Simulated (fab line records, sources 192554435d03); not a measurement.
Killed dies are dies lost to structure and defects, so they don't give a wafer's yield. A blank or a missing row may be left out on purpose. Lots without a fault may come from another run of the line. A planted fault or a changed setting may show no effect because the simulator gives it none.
fab line records | flow n5_finfet
record lots=5 wafers=15 last_day=15
route steps=1938 shown BEOL_M7@1326 BEOL_M8@1332
lots that met no fault: from a run of the same line without faults
start_h: hours from the record's first day to the start of the lot's first wafer shown | wait_h: hours since the lot's step before | " the same as in the row above | L1.1+2: a row that stands for several wafers | - no value, or no start given | * or withheld: withheld | < > ~ a bound
route shown NAME@n: a module of which the file shows steps, and the number in the route of the first | usual: mean/standard deviation of fault-free wafers | same: alike in all rows | chamber/n: place in a boat | sites: the reading at each site | _std_site: their standard deviation | _edge_site: outer sites' mean less inner sites' | radius_mm: how far each site lies from the wafer's centre | mask NAME#n: copy n | behind: the tool/chamber that last shaped the wafer | hold: why the lot was held/for how many hours/how that ended | device: the transistor (n, p or np) that didn't switch | end of line: the same wafers' tests at the end of the route | a step without rows: its recipe alone | killed: dies lost to structure and defects at the first sort, not the wafer's yield | map: a wafer's dies, x killed, . not, _ none there
set.NAME: the setting as run; set.NAME@STEP: as run at that earlier step | model.NAME: the simulator's own value behind a step, which no gauge read
lots at some steps of the route; a table a step, a row a wafer
services: from which hour (start_h, from the record's first day; less than 0 if before it) a tool's chamber was out of use, for how many hours, and why
## steps
# step N5_BEOL_M7_CMP_52
# recipe stop_on=SiCOH_lowk t_overpolish_s=6.9 down_force_psi=1 platen_rpm=50 clearing_platen_down_force_psi=1.5 clearing_platen_rpm=50 post_cmp_clean=cu_alkaline target_thk_nm=80 clearing_platen_pad_velocity_m_s=0.99484 pad_velocity_m_s=0.99484
# usual barrier_field_endpoint_s=29.1/0.98 motor_current_A=6.2/0.7 overpolish_run_s=6.900/0.0097 retaining_ring_pressure_frac=1.000/0.0053 time_to_endpoint_s=61/4.5
# columns lot.wafer tool chamber start_h wait_h barrier_field_endpoint_s motor_current_A overpolish_run_s retaining_ring_pressure_frac time_to_endpoint_s
L078.1 cmp-02 1 208.98 0.3 28.7 7.2 6.904 1.001 59
L078.3 " 3 " " 28.4 6.3 6.902 1.000 58
L078.4 " 0 " " 27.0 6.7 6.908 0.995 54
L080.1 cmp-02 1 226.91 0.3 29.7 6.8 6.901 1.006 63
L080.4 " 2 " " 29.2 6.2 6.899 1.005 62
L080.3 " 0 " " 27.6 6.6 6.896 1.007 58
L085.2 cmp-03 0 259.10 0.4 26.3 5.8 6.902 0.996 55
L085.1 " 2 " " 28.2 6.9 6.893 0.999 62
L085.4 " 3 " " 27.9 5.1 6.899 0.994 58
L088.1 cmp-03 0 276.79 0.3 26.9 5.6 6.906 0.999 52
L088.3 " 1 " " 27.2 5.7 6.890 0.997 55
L088.5 " 0 " " 27.3 5.7 6.902 0.999 54
L091.3 cmp-03 3 296.81 0.2 29.2 5.1 6.897 1.002 62
L091.4 " 0 " " 29.1 5.4 6.906 1.006 55
L091.2 " 2 " " 30.2 7.1 6.915 0.998 65
# step N5_BEOL_M7_THK_MEAS_53
# recipe thk_meas_gauge=xrf reads=Cu_of_BEOL_M7_ECD_50
# usual M7_THK=79.1/2.3
# columns lot.wafer tool chamber start_h wait_h M7_THK[nm]
L078.1 film_metro-01 - 209.27 - 74.9
L078.3 " - " " 77.3
L078.4 " - " " 77.0
L080.1 film_metro-02 - 227.21 - 81.1
L080.3 " - " " 77.5
L080.4 " - " " 81.7
L085.1 film_metro-01 - 259.39 - 78.6
L085.2 " - " " 76.8
L085.4 " - " " 76.9
L088.1 film_metro-02 - 277.09 - 78.6
L088.3 " - " " 81.1
L088.5 " - " " 77.1
L091.2 film_metro-01 - 297.11 - 80.3
L091.3 " - " " 80.7
L091.4 " - " " 76.9
# step N5_BEOL_M7_PRE_CLEAN_55
# recipe gas=NH3 time_s=15 temp_c=withheld rf_power_w=300
# same time_s=15
# columns lot.wafer tool chamber start_h wait_h
L078.1+3+4 pecvd-01 1,0,0 209.31 0.0
L080.1+3+4 pecvd-03 0,1,0 227.24 0.0
L085.1+2+4 pecvd-04 2,0,2 259.43 0.0
L088.1+3+5 pecvd-03 0,2,2 277.12 0.0
L091.2+3+4 pecvd-01 1,1,0 297.14 0.0
# step N5_BEOL_M7_DEP_56
# recipe material=SiCN target_thk_a=100 temp_c=withheld precursor=3MS/NH3 pressure_torr=3 rf_w=202 time_s=17.5
# usual showerhead_plenum_p_Torr=3.659/0.014 throttle_valve_pct=9.0/0.53
# same time_s=17.5
# columns lot.wafer tool chamber start_h wait_h showerhead_plenum_p_Torr throttle_valve_pct
L078.1 pecvd-01 1 209.33 0.0 3.650 9.0
L078.3 " 0 " " 3.677 9.0
L078.4 " 0 " " 3.666 8.8
L080.1 pecvd-03 0 227.28 0.0 3.638 8.2
L080.3 " 1 " " 3.660 10.1
L080.4 " 0 " " 3.633 8.3
L085.1 pecvd-04 2 259.46 0.0 3.674 8.9
L085.2 " 0 " " 3.663 9.5
L085.4 " 2 " " 3.676 8.6
L088.1 pecvd-03 0 277.15 0.0 3.645 8.3
L088.3 " 2 " " 3.671 7.8
L088.5 " 2 " " 3.658 7.7
L091.2 pecvd-01 1 297.18 0.0 3.633 8.7
L091.3 " 1 " " 3.647 8.9
L091.4 " 0 " " 3.682 8.9
# step N5_BEOL_M7_RS_MEAS_57
# recipe thk_meas_gauge=four-point-probe reads=Cu_of_BEOL_M7_ECD_50+Co_of_BEOL_M7_CVD_78+TaN_of_BEOL_M7_ALD_77
# usual M7_RS=0.287/0.0096
# columns lot.wafer tool chamber start_h wait_h M7_RS[ohm/sq]
L078.1 film_metro-01 - 209.40 0.1 0.306
L078.3 " - " " 0.292
L078.4 " - " " 0.295
L080.1 film_metro-02 - 227.37 0.1 0.277
L080.3 " - " " 0.292
L080.4 " - " " 0.275
L085.1 film_metro-02 - 259.53 0.1 0.286
L085.2 " - " " 0.295
L085.4 " - " " 0.292
L088.1 film_metro-01 - 277.22 0.1 0.292
L088.3 " - " " 0.282
L088.5 " - " " 0.301
L091.2 film_metro-02 - 297.27 0.1 0.285
L091.3 " - " " 0.282
L091.4 " - " " 0.299
# step N5_BEOL_M7_INSPECT_58
# recipe inspect_instrument=darkfield mode=post_dep
# usual raw_defect_count=74/26
# columns lot.wafer tool chamber start_h wait_h raw_defect_count
L078.1 defect_inspect-02 - 209.43 0.0 65
L078.3 " - " " 64
L078.4 " - " " 49
L080.1 defect_inspect-01 - 227.39 0.0 90
L080.3 " - " " 107
L080.4 " - " " 73
L085.1 defect_inspect-02 - 259.55 0.0 85
L085.2 " - " " 58
L085.4 " - " " 60
L088.1 defect_inspect-02 - 277.24 0.0 78
L088.3 " - " " 45
L088.5 " - " " 85
L091.2 defect_inspect-02 - 297.29 0.0 61
L091.3 " - " " 70
L091.4 " - " " 52
# step N5_BEOL_M8_ILD_DEP_00
# recipe material=SiCOH_lowk target_thk_a=1797.5 temp_c=300 precursor=DEMS/porogen pressure_torr=5 rf_w=500 time_s=33.4
# usual heater_power_w=322/54 showerhead_plenum_p_Torr=5.738/0.018 throttle_valve_pct=13.6/0.57
# same time_s=33.4
# columns lot.wafer tool chamber start_h wait_h heater_power_w showerhead_plenum_p_Torr throttle_valve_pct
L078.1 pecvd-04 1 209.47 0.0 454 5.741 14.1
L078.3 " 0 " " 390 5.746 14.1
L078.4 " 0 " " 396 5.726 13.9
L080.1 pecvd-01 2 227.43 0.0 364 5.707 13.6
L080.3 " 1 " " 289 5.713 13.2
L080.4 " 1 " " 296 5.696 13.5
L085.1 pecvd-01 1 259.59 0.0 317 5.709 13.5
L085.2 " 2 " " 346 5.708 13.7
L085.4 " 2 " " 351 5.707 13.7
L088.1 pecvd-02 2 277.28 0.0 313 5.738 12.7
L088.3 " 1 " " 265 5.757 14.2
L088.5 " 1 " " 270 5.749 14.2
L091.2 pecvd-01 2 297.33 0.0 345 5.710 13.7
L091.3 " 0 " " 247 5.754 13.8
L091.4 " 2 " " 353 5.724 14.0
# step N5_BEOL_M8_CURE_74
# recipe temp_c=385 time_s=240 ambient=He/Ar material=SiCOH_lowk
# usual lamp_power_pct=52.31/0.052 wafer_temp_C_max=387.0/0.62
# same time_s=240
# columns lot.wafer tool chamber start_h wait_h lamp_power_pct wafer_temp_C_max
L078.1 uv_cure-03 1 209.53 0.0 52.35 386.1
L078.3 " 1 " " 52.40 385.9
L078.4 " 1 " " 52.26 386.0
L080.1 uv_cure-01 0 227.49 0.0 52.43 386.7
L080.3 " 0 " " 52.25 386.6
L080.4 " 0 " " 52.40 386.8
L085.1 uv_cure-02 0 259.68 0.1 52.34 387.0
L085.2 " 0 " " 52.32 386.5
L085.4 " 0 " " 52.35 387.1
L088.1 uv_cure-02 0 277.37 0.1 52.31 386.8
L088.3 " 0 " " 52.23 386.6
L088.5 " 0 " " 52.36 386.8
L091.2 uv_cure-01 0 297.55 0.2 52.38 386.6
L091.3 " 0 " " 52.34 387.4
L091.4 " 0 " " 52.26 387.1
# step N5_BEOL_M8_THK_MEAS_01
# recipe reads=SiCOH_lowk_of_BEOL_M8_ILD_DEP_00
# usual M8_ILD_THK=155.5/2.4
# columns lot.wafer tool chamber start_h wait_h M8_ILD_THK[nm]
L078.1 film_metro-02 - 210.04 0.4 155.9
L078.3 " - " " 155.1
L078.4 " - " " 158.2
L080.1 film_metro-01 - 228.01 0.4 160.3
L080.3 " - " " 157.6
L080.4 " - " " 159.8
L085.1 film_metro-01 - 260.19 0.4 152.4
L085.2 " - " " 154.9
L085.4 " - " " 159.4
L088.1 film_metro-02 - 277.88 0.4 155.1
L088.3 " - " " 157.8
L088.5 " - " " 158.0
L091.2 film_metro-01 - 298.39 0.7 155.1
L091.3 " - " " 153.2
L091.4 " - " " 157.2
# step N5_BEOL_M8_PECVD_70
# recipe material=SiO2 target_thk_a=200 temp_c=400 precursor=TEOS/O2 pressure_torr=5.5 rf_w=450 teos_flow_sccm=53.8 gas=O2 flow_sccm=3000 time_s=22.7
# usual heater_power_w=740/88 showerhead_plenum_p_Torr=8.77/0.064 throttle_valve_pct=22.1/0.79
# same time_s=22.7
# columns lot.wafer tool chamber start_h wait_h heater_power_w showerhead_plenum_p_Torr throttle_valve_pct
L078.1 pecvd-02 0 210.08 0.0 608 8.80 22.3
L078.3 " 2 " " 794 8.78 20.8
L078.4 " 2 " " 787 8.79 20.7
L080.1 pecvd-02 2 228.04 0.0 726 8.76 20.9
L080.3 " 0 " " 590 8.79 22.4
L080.4 " 2 " " 725 8.79 20.7
L085.1 pecvd-01 1 260.23 0.0 751 8.68 21.6
L085.2 " 2 " " 673 8.70 22.1
L085.4 " 1 " " 750 8.70 21.3
L088.1 pecvd-01 0 277.92 0.0 706 8.86 22.6
L088.3 " 1 " " 736 8.68 21.5
L088.5 " 2 " " 668 8.67 22.2
L091.2 pecvd-01 0 298.43 0.0 607 8.85 22.5
L091.3 " 1 " " 728 8.71 21.6
L091.4 " 2 " " 802 8.70 22.1
# step N5_BEOL_M8_HM_DEP_02
# recipe material=TiN target_thk_a=200 temp_c=25 chamber_pressure_pa=0.49996
# usual throttle_valve_pct=29.9/1.6
# columns lot.wafer tool chamber start_h wait_h throttle_valve_pct
L078.1 pvd_sputter-02 - 213.01 2.9 30.5
L078.3 " - " " 31.7
L078.4 " - " " 29.4
L080.1 pvd_sputter-03 - 229.35 1.3 27.9
L080.3 " - " " 32.6
L080.4 " - " " 28.6
L085.1 pvd_sputter-03 - 260.64 0.4 32.8
L085.2 " - " " 30.1
L085.4 " - " " 28.1
L088.1 pvd_sputter-03 - 280.29 2.3 28.7
L088.3 " - " " 32.6
L088.5 " - " " 28.1
L091.2 pvd_sputter-03 - 299.51 1.1 28.6
L091.3 " - " " 29.9
L091.4 " - " " 27.9
# step N5_BEOL_M8_COAT_59
# recipe resist=SOC temp_c=250 time_s=60 spin_rpm=1500 resist_thk_nm=100
# usual resist_line_temp_C=23.01/0.11
# same time_s=60
# columns lot.wafer tool chamber start_h wait_h resist_line_temp_C
L078.1 litho_track-04 0 213.15 0.1 22.79
L078.3 " 0 " " 22.86
L078.4 " 0 " " 22.86
L080.1 litho_track-05 0 229.48 0.1 22.78
L080.3 " 0 " " 22.97
L080.4 " 0 " " 23.10
L085.1 litho_track-04 0 260.76 0.1 23.22
L085.2 " 0 " " 23.04
L085.4 " 0 " " 23.15
L088.1 litho_track-04 0 280.41 0.1 23.08
L088.3 " 0 " " 22.97
L088.5 " 0 " " 23.09
L091.2 litho_track-05 0 299.63 0.1 22.75
L091.3 " 0 " " 23.08
L091.4 " 0 " " 23.00
# step N5_BEOL_M8_COAT_60
# recipe resist=SiARC temp_c=220 time_s=60 spin_rpm=1500 resist_thk_nm=35
# usual resist_line_temp_C=22.99/0.1
# same time_s=60
# columns lot.wafer tool chamber start_h wait_h resist_line_temp_C
L078.1 litho_track-04 0 - - 23.14
L078.3 " 0 " " 22.84
L078.4 " 0 " " 22.91
L080.1 litho_track-05 0 - - 22.92
L080.3 " 0 " " 23.00
L080.4 " 0 " " 22.87
L085.1 litho_track-04 0 - - 23.03
L085.2 " 0 " " 22.84
L085.4 " 0 " " 22.95
L088.1 litho_track-04 0 - - 23.17
L088.3 " 0 " " 23.13
L088.5 " 0 " " 23.12
L091.2 litho_track-05 0 - - 23.12
L091.3 " 0 " " 23.01
L091.4 " 0 " " 23.25
# step N5_BEOL_M8_COAT_05
# recipe resist=CAR-ArF spin_rpm=1500 resist_thk_nm=90
# usual resist_line_temp_C=23.00/0.12
# columns lot.wafer tool chamber start_h wait_h resist_line_temp_C
L078.1 litho_track-04 0 - - 23.00
L078.3 " 0 " " 22.90
L078.4 " 0 " " 22.99
L080.1 litho_track-05 0 - - 22.99
L080.3 " 0 " " 22.98
L080.4 " 0 " " 22.99
L085.1 litho_track-04 0 - - 22.89
L085.2 " 0 " " 23.01
L085.4 " 0 " " 23.04
L088.1 litho_track-04 0 - - 22.93
L088.3 " 0 " " 23.05
L088.5 " 0 " " 23.03
L091.2 litho_track-05 0 - - 22.84
L091.3 " 0 " " 22.90
L091.4 " 0 " " 22.75
# step N5_BEOL_M8_EBR_07
# recipe solvent=PGMEA ebr_width_mm=1.5
# usual resist_line_temp_C=23.01/0.11
# columns lot.wafer tool chamber start_h wait_h resist_line_temp_C
L078.1 litho_track-04 0 - - 23.02
L078.3 " 0 " " 22.90
L078.4 " 0 " " 22.93
L080.1 litho_track-05 0 - - 23.11
L080.3 " 0 " " 23.04
L080.4 " 0 " " 23.13
L085.1 litho_track-04 0 - - 22.80
L085.2 " 0 " " 22.92
L085.4 " 0 " " 22.95
L088.1 litho_track-04 0 - - 23.04
L088.3 " 0 " " 23.02
L088.5 " 0 " " 22.92
L091.2 litho_track-05 0 - - 23.28
L091.3 " 0 " " 23.08
L091.4 " 0 " " 23.07
# step N5_BEOL_M8_SOFTBAKE_06
# recipe temp_c=110 time_s=60 resist=CAR-ArF
# usual resist_line_temp_C=22.99/0.1
# same time_s=60
# columns lot.wafer tool chamber start_h wait_h resist_line_temp_C
L078.1 litho_track-04 0 - - 22.97
L078.3 " 0 " " 22.96
L078.4 " 0 " " 23.03
L080.1 litho_track-05 0 - - 22.86
L080.3 " 0 " " 22.90
L080.4 " 0 " " 22.94
L085.1 litho_track-04 0 - - 22.84
L085.2 " 0 " " 23.06
L085.4 " 0 " " 22.92
L088.1 litho_track-04 0 - - 22.92
L088.3 " 0 " " 23.00
L088.5 " 0 " " 22.97
L091.2 litho_track-05 0 - - 23.03
L091.3 " 0 " " 22.87
L091.4 " 0 " " 22.93
# step N5_BEOL_M8_EXPOSE_08
# recipe mask_id=M8 na=1.35 source_shape=dipole sigma_inner=0.817 sigma_outer=0.97 polarization=te dose_mj=68.25
# columns lot.wafer tool chamber start_h wait_h mask
L078.1+3+4 arfi_scanner-03 0 213.43 - M8#0
L080.1+3+4 arfi_scanner-01 0 229.75 - M8#0
L085.1+2+4 arfi_scanner-02 0 261.01 - M8#0
L088.1+3+5 arfi_scanner-02 0 280.53 - M8#0
L091.2+3+4 arfi_scanner-03 0 299.88 - M8#0
# step N5_BEOL_M8_PEB_09
# recipe peb_temp_c=withheld peb_time_s=60 resist=CAR-ArF
# usual resist_line_temp_C=22.98/0.1
# same peb_time_s=60
# columns lot.wafer tool chamber start_h wait_h resist_line_temp_C
L078.1 litho_track-04 0 213.49 0.1 23.20
L078.3 " 0 " " 23.10
L078.4 " 0 " " 23.10
L080.1 litho_track-04 0 229.82 0.1 22.84
L080.3 " 0 " " 22.88
L080.4 " 0 " " 22.85
L085.1 litho_track-05 0 261.07 0.1 22.86
L085.2 " 0 " " 23.01
L085.4 " 0 " " 22.91
L088.1 litho_track-05 0 280.59 0.1 22.95
L088.3 " 0 " " 22.95
L088.5 " 0 " " 22.95
L091.2 litho_track-05 0 299.94 0.0 23.04
L091.3 " 0 " " 23.04
L091.4 " 0 " " 23.09
# step N5_BEOL_M8_DEVELOP_10
# recipe develop_time_s=30 developer=TMAH resist=CAR-ArF rinse_liquid=diw dry=air_spin dev_temp_c=23
# usual resist_line_temp_C=22.99/0.09
# columns lot.wafer tool chamber start_h wait_h resist_line_temp_C
L078.1 litho_track-04 0 - - 23.04
L078.3 " 0 " " 23.23
L078.4 " 0 " " 23.03
L080.1 litho_track-04 0 - - 22.88
L080.3 " 0 " " 23.03
L080.4 " 0 " " 23.01
L085.1 litho_track-05 0 - - 23.00
L085.2 " 0 " " 22.99
L085.4 " 0 " " 22.93
L088.1 litho_track-05 0 - - 22.90
L088.3 " 0 " " 22.84
L088.5 " 0 " " 22.86
L091.2 litho_track-05 0 - - 22.98
L091.3 " 0 " " 23.07
L091.4 " 0 " " 22.97
# step N5_BEOL_M8_CD_MEAS_11
# recipe target_cd_nm=38.5 landing_energy_ev=500 detector=se_inlens polarity=opening
# usual cd_nm=38.4/0.77
# columns lot.wafer tool chamber start_h wait_h cd_nm
L078.1 cd_sem-02 0 213.56 - 39.1
L078.3 " 0 " " 39.0
L078.4 " 0 " " 39.9
L080.1 cd_sem-03 0 229.89 - 39.2
L080.3 " 0 " " 39.2
L080.4 " 0 " " 39.2
L085.1 cd_sem-02 0 261.14 - 38.3
L085.2 " 0 " " 37.4
L085.4 " 0 " " 38.1
L088.1 cd_sem-02 0 280.66 - 38.1
L088.3 " 0 " " 37.1
L088.5 " 0 " " 38.8
L091.2 cd_sem-03 0 300.01 - 37.9
L091.3 " 0 " " 38.6
L091.4 " 0 " " 38.1
# step N5_BEOL_M8_OVL_MEAS_12
# recipe points_per_wafer=44
# usual M8_OVL=0.3/0.84
# columns lot.wafer tool chamber start_h wait_h M8_OVL[nm]
L078.1 overlay-01 0 213.59 0.0 1.1
L078.3 " 0 " " 0.7
L078.4 " 0 " " 0.6
L080.1 overlay-01 0 229.92 0.0 1.2
L080.3 " 0 " " 1.2
L080.4 " 0 " " 0.5
L085.1 overlay-02 0 261.17 0.0 -0.2
L085.2 " 0 " " -0.6
L085.4 " 0 " " -0.5
L088.1 overlay-01 0 280.69 0.0 0.3
L088.3 " 0 " " -0.4
L088.5 " 0 " " 0.2
L091.2 overlay-02 0 300.03 0.0 -1.6
L091.3 " 0 " " -0.3
L091.4 " 0 " " -1.1
# step N5_BEOL_M8_INSPECT_13
# recipe mode=adi inspect_instrument=brightfield
# usual raw_defect_count=436/100
# columns lot.wafer tool chamber start_h wait_h raw_defect_count
L078.1 defect_inspect-01 - 213.61 0.0 332
L078.3 " - " " 357
L078.4 " - " " 445
L080.1 defect_inspect-01 - 229.94 0.0 288
L080.3 " - " " 337
L080.4 " - " " 406
L085.1 defect_inspect-01 - 261.19 0.0 450
L085.2 " - " " 579
L085.4 " - " " 420
L088.1 defect_inspect-01 - 280.71 0.0 616
L088.3 " - " " 565
L088.5 " - " " 538
L091.2 defect_inspect-02 - 300.06 0.0 482
L091.3 " - " " 500
L091.4 " - " " 554
# step N5_BEOL_M8_DESCUM_16
# recipe chemistry=O2 time_s=7.9 source_power_w=50 bias_power_w=20 pressure_mtorr=20 rf_frequency_hz=2.712e+07 temp_c=40 resist=CAR-ArF o2_flow_sccm=225
# usual drypump_motor_current_A=5.66/0.3 oes_product_au=0.77/0.079 rf_vpp_V=243.0/1.5 showerhead_plenum_p_Torr=2.09/0.071 throttle_valve_pct=20.51/0.24
# same time_s=7.9
# columns lot.wafer tool chamber start_h wait_h drypump_motor_current_A oes_product_au rf_hours_counter_h rf_vpp_V showerhead_plenum_p_Torr throttle_valve_pct
L078.1 rie_diel-01 1 213.67 0.1 5.75 0.71 198 244.4 2.14 20.36
L078.3 " 3 " " 5.16 0.82 83 244.5 2.12 20.31
L078.4 " 0 " " 6.09 0.89 31 242.3 2.06 20.69
L080.1 rie_diel-01 0 230.95 1.0 6.10 0.89 41 243.0 2.06 20.72
L080.3 " 1 " " 5.76 0.69 205 243.6 2.14 20.38
L080.4 " 0 " " 6.10 0.89 - 241.1 2.06 20.72
L085.1 rie_diel-02 1 261.30 0.1 5.68 0.87 34 244.3 2.18 20.06
L085.2 " 2 " " 5.37 0.78 112 241.4 2.04 20.61
L085.4 " 0 " " 5.82 0.70 - 242.2 2.00 20.65
L088.1 rie_diel-02 2 280.75 0.0 5.38 0.77 120 241.2 2.04 20.62
L088.3 " 1 " " 5.67 0.86 41 246.2 2.18 20.08
L088.5 " 0 " " 5.83 0.69 - 240.0 2.00 20.65
L091.2 rie_diel-02 1 300.22 0.2 5.67 0.84 47 245.1 2.18 20.09
L091.3 " 0 " " 5.79 0.69 238 241.2 2.00 20.68
L091.4 " 2 " " 5.35 0.75 125 242.9 2.04 20.63
# step N5_BEOL_M8_ETCH_61
# recipe chemistry=CF4 target=SiARC target_depth_a=455 mask_material=CAR-ArF time_s=75.8 ion_energy_ev=80 pressure_mtorr=40 source_w=545 bias_w=36 Ar_flow_sccm=100 cf4_flow_sccm=100 ends=cleared
# usual drypump_motor_current_A=5.66/0.29 etch_rf_on_time_s=75.8/1.8 oes_product_au=0.66/0.067 rf_vpp_V=184.1/1.3 showerhead_plenum_p_Torr=2.14/0.089 throttle_valve_pct=15.68/0.18
# columns lot.wafer tool chamber start_h wait_h drypump_motor_current_A etch_rf_on_time_s oes_product_au rf_hours_counter_h rf_vpp_V showerhead_plenum_p_Torr throttle_valve_pct
L078.1 rie_diel-01 1 213.71 0.0 5.77 78.0 0.60 198 184.2 2.22 15.76
L078.3 " 3 " " 5.15 71.7 0.73 83 183.8 2.16 15.36
L078.4 " 0 " " 6.07 76.9 0.75 31 184.6 2.10 15.70
L080.1 rie_diel-01 0 230.98 0.0 6.08 77.3 0.75 41 183.3 2.10 15.70
L080.3 " 1 " " 5.77 78.4 0.59 205 184.2 2.22 15.77
L080.4 " 0 " " 6.07 77.7 0.74 - 182.6 2.10 15.71
L085.1 rie_diel-02 1 261.33 0.0 5.67 77.4 0.74 34 185.8 2.27 15.51
L085.2 " 2 " " 5.36 77.0 0.65 112 183.6 2.08 15.63
L085.4 " 0 " " 5.81 75.4 0.60 - 183.1 2.01 15.74
L088.1 rie_diel-02 2 280.78 0.0 5.39 76.7 0.64 120 184.0 2.08 15.63
L088.3 " 1 " " 5.68 77.9 0.73 41 186.9 2.27 15.54
L088.5 " 0 " " 5.82 76.5 0.59 - 182.6 2.01 15.74
L091.2 rie_diel-02 1 300.26 0.0 5.66 78.4 0.73 47 185.3 2.26 15.55
L091.3 " 0 " " 5.84 76.0 0.59 238 183.2 2.01 15.76
L091.4 " 2 " " 5.37 77.3 0.64 125 184.2 2.08 15.64
# step N5_BEOL_M8_ETCH_62
# recipe chemistry=N2/H2 target=SOC target_depth_a=1100 overetch_a=220 mask_material=SiARC temp_c=40 time_s=165 ion_energy_ev=200 pressure_mtorr=30 source_w=840 bias_w=150 n2_flow_sccm=200 h2_flow_sccm=200
# usual drypump_motor_current_A=5.67/0.29 oes_product_au=0.66/0.066 rf_vpp_V=524/3.1 showerhead_plenum_p_Torr=2.54/0.11 throttle_valve_pct=17.91/0.19
# same time_s=165
# columns lot.wafer tool chamber start_h wait_h drypump_motor_current_A oes_product_au rf_hours_counter_h rf_vpp_V showerhead_plenum_p_Torr throttle_valve_pct
L078.1 rie_diel-01 1 213.76 0.0 5.78 0.60 198 526 2.60 17.75
L078.3 " 3 " " 5.17 0.69 83 524 2.56 17.52
L078.4 " 0 " " 6.11 0.76 31 521 2.50 18.01
L080.1 rie_diel-01 0 231.04 0.0 6.10 0.74 41 523 2.50 18.05
L080.3 " 1 " " 5.76 0.60 205 526 2.59 17.75
L080.4 " 0 " " 6.10 0.74 - 523 2.50 18.05
L085.1 rie_diel-02 1 261.39 0.0 5.68 0.75 34 528 2.71 17.90
L085.2 " 2 " " 5.39 0.65 113 521 2.44 17.72
L085.4 " 0 " " 5.85 0.59 - 519 2.41 17.91
L088.1 rie_diel-02 2 280.84 0.0 5.37 0.65 120 522 2.43 17.74
L088.3 " 1 " " 5.70 0.74 41 528 2.71 17.92
L088.5 " 0 " " 5.80 0.59 - 520 2.41 17.95
L091.2 rie_diel-02 1 300.31 0.0 5.66 0.74 47 528 2.71 17.93
L091.3 " 0 " " 5.82 0.58 238 519 2.40 17.95
L091.4 " 2 " " 5.37 0.64 125 521 2.43 17.75
# step N5_BEOL_M8_STRIP_68
# recipe chemistry=N2/H2 temp_c=40 n2_flow_sccm=200 h2_flow_sccm=200 rf_frequency_hz=6e+07
# columns lot.wafer tool chamber start_h wait_h
L078.1+3+4 rie_diel-01 1,3,0 213.90 0.1
L080.1+3+4 rie_diel-01 0,1,0 231.17 0.1
L085.1+2+4 rie_diel-02 1,2,0 261.53 0.1
L088.1+3+5 rie_diel-02 2,1,0 280.97 0.1
L091.2+3+4 rie_diel-02 1,0,2 300.45 0.1
# step N5_BEOL_M8_STRIP_67
# recipe chemistry=CF4 resist=SiARC power_w=300 bias_power_w=75 pressure_mtorr=50 cf4_flow_sccm=150 rf_frequency_hz=6e+07
# usual drypump_motor_current_A=5.66/0.29 oes_product_au=0.77/0.079 rf_vpp_V=271.0/1.8 showerhead_plenum_p_Torr=1.79/0.075 throttle_valve_pct=13.64/0.19
# columns lot.wafer tool chamber start_h wait_h drypump_motor_current_A oes_product_au rf_hours_counter_h rf_vpp_V showerhead_plenum_p_Torr throttle_valve_pct
L078.1 rie_diel-01 1 213.91 0.0 5.78 0.71 198 273.4 1.86 13.73
L078.3 " 3 " " 5.17 0.81 83 270.0 1.82 13.40
L078.4 " 0 " " 6.09 0.88 31 272.6 1.75 13.56
L080.1 rie_diel-01 0 231.18 0.0 6.09 0.88 41 270.6 1.75 13.57
L080.3 " 1 " " 5.77 0.71 205 273.1 1.86 13.76
L080.4 " 0 " " 6.10 0.88 - 269.5 1.75 13.57
L085.1 rie_diel-02 1 261.54 0.0 5.65 0.89 34 273.7 1.90 13.45
L085.2 " 2 " " 5.35 0.77 113 268.6 1.73 13.54
L085.4 " 0 " " 5.80 0.70 - 268.5 1.68 13.77
L088.1 rie_diel-02 2 280.98 0.0 5.36 0.76 120 271.0 1.73 13.56
L088.3 " 1 " " 5.67 0.87 41 272.7 1.89 13.48
L088.5 " 0 " " 5.80 0.69 - 269.1 1.68 13.77
L091.2 rie_diel-02 1 300.46 0.0 5.66 0.87 47 273.5 1.89 13.46
L091.3 " 0 " " 5.80 0.69 238 268.2 1.68 13.78
L091.4 " 2 " " 5.37 0.76 125 269.5 1.73 13.56
# step N5_BEOL_M8_HM_OPEN_17
# recipe chemistry=Cl2/BCl3 target_depth_a=200 overetch_a=60 target=TiN mask_material=SOC ion_energy_ev=150 pressure_mtorr=10 icp_w=1000 bias_w=126 Cl2_flow_sccm=53.25 bcl3_flow_sccm=21.75 Ar_flow_sccm=25
# usual drypump_motor_current_A=5.8/0.43 oes_product_au=0.67/0.095 throttle_valve_pct=22.25/0.22
# columns lot.wafer tool chamber start_h wait_h drypump_motor_current_A oes_product_au rf_hours_counter_h throttle_valve_pct
L078.1 rie_metal-03 1 213.95 0.0 5.2 0.64 51 22.40
L078.3 " 1 " " 5.2 0.64 - 22.41
L078.4 " 0 " " 6.6 0.56 - 22.09
L080.1 rie_metal-01 1 231.23 0.0 5.7 0.76 11 22.12
L080.3 " 1 " " 5.7 0.77 - 22.10
L080.4 " 0 " " 6.0 0.53 - 22.57
L085.1 rie_metal-01 1 261.58 0.0 5.7 0.75 13 22.12
L085.2 " 0 " " 5.9 0.52 120 22.59
L085.4 " 0 " " 6.0 0.52 - 22.62
L088.1 rie_metal-01 1 281.03 0.0 5.7 0.75 16 22.11
L088.3 " 1 " " 5.7 0.75 - 22.11
L088.5 " 1 " " 5.7 0.73 - 22.13
L091.2 rie_metal-02 0 300.50 0.0 5.7 0.59 84 22.35
L091.3 " 0 " " 5.6 0.59 - 22.35
L091.4 " 1 " " 5.7 0.75 - 21.60
## services
# columns tool chamber start_h hours kind
cmp-03 - 185.35 0.9 repair
arfi_scanner-02 - 193.51 1.0 pm
rie_diel-01 0 196.80 1.5 repair
cmp-03 - 198.21 4.0 pm
rie_diel-01 2 198.84 3.8 repair
pecvd-02 - 199.25 2.6 repair
arfi_scanner-03 - 205.26 1.3 pm
arfi_scanner-02 - 211.20 21.5 repair
rie_diel-01 1 224.90 1.9 repair
pecvd-04 0 225.92 13.6 repair
arfi_scanner-02 - 232.71 0.8 pm
uv_cure-02 - 233.43 1.6 repair
uv_cure-02 - 236.00 6.0 pm
pecvd-04 - 236.58 14.6 pm
cmp-03 - 242.22 1.0 repair
pecvd-01 0 242.40 11.1 repair
pecvd-02 - 251.82 2.8 pm
uv_cure-01 - 251.99 0.3 repair
pecvd-02 0 255.27 3.5 repair
uv_cure-01 - 256.93 2.1 pm
pecvd-03 0 257.05 18.5 repair
cmp-02 - 258.39 1.0 repair
rie_diel-01 - 260.12 2.1 repair
pecvd-01 - 267.73 1.8 repair
## key
fault none
